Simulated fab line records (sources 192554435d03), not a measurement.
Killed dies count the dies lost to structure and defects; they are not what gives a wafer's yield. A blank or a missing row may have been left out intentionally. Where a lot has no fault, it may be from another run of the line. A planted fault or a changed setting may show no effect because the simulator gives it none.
8D (eight disciplines) problem report, filled in by code	flow n5-finfet	the parts of the form that need people (team, actions taken, sign-off) are left out

## 1. THE ISSUE
At N5_BEOL_M0_CUTY_COAT_50, spin-speed-rpm averages 709.7 rpm over 6 wafers from 2 lots, while fault-free wafers read 1500.0 rpm, standard deviation 1.2. That is -99 or more standard deviations from the usual mean.
The step: time 60 s, resist thk 15 nm.
Seen first at day 7 13:12 on litho-track-05, wafer L505.4. The record has a number at this step for 26 wafers belonging to 9 lots. Rule for "out" (also "out of limits"): further than 4 standard deviations from the usual mean. The other wafers with a number count as sound.

## 2. WHAT IT IS; WHAT IT IS NOT
question	is	is not
which readings at this step	spin-speed-rpm	-
which lots	L505, L508	L501, L504, L506, L519, L521, L522, L523
which wafers of those lots	all that have a number	-
read on which tools	litho-track-05	litho-track-03, litho-track-04
when	from day 7 13:12	up to then (8 sound wafers); but 12 sound wafers of L519, L521, L522, L523 came after

## 3. SUSPECTS, AND WHAT RULES EACH OUT
Counting: a tool stays on the suspect list if, at a process step up to the reading, it processed all lots that are out and no sound lot following the first of them.
- litho-track-05 at N5_BEOL_M0_CUTY_COAT_50 (time 60 s, resist thk 15 nm): ruled out as a lasting fault. The sound lots L523 went through it after L505, its earliest lot that is out (day 7 13:12).
Left after counting: nothing in the record.

## 4. THE CAUSE (what the simulator had put in)
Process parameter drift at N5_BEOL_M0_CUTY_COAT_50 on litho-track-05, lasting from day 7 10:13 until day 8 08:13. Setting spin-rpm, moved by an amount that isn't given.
Counting ruled it out, wrongly.

## 5. THE CHAIN OF EFFECTS, in route order
Each row: a reading whose mean over the struck wafers that have a number lies more than 3 standard deviations from the usual. Scope: only readings with a usual standard deviation given in the record; hours: median across lots of the time from each lot's start at the first step in this table that gives one to its start at this step; sigmas: change in usual standard deviations.
hours	step	reading	usual	on struck wafers	change	sigmas
0	N5_BEOL_M0_CUTY_COAT_50	spin-speed-rpm	1500.0 rpm	709.7	-790.3	-99 or more
1	N5_BEOL_M0_CUTY_ETCH_62	etch-rf-on-time-s	59.0 s	47.7	-11.3	-5.7
Here are the process steps it includes:
- N5_BEOL_M0_CUTY_COAT_50: time 60 s, resist thk 15 nm.
- N5_BEOL_M0_CUTY_ETCH_62: etches SiARC in CF4, time 58.5 s.
Later steps that measure or inspect, where all struck wafers having a row at the step show a number for every such reading and not one has moved that far: N5_BEOL_M0_CUTY_OVL_MEAS_58, N5_BEOL_M4_RC_MEAS_101.

## 6. WHAT WOULD HAVE CAUGHT IT SOONER
3 hours passed between the start of the fault at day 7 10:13 and the first reading out of limits in this record, taken at day 7 13:12.
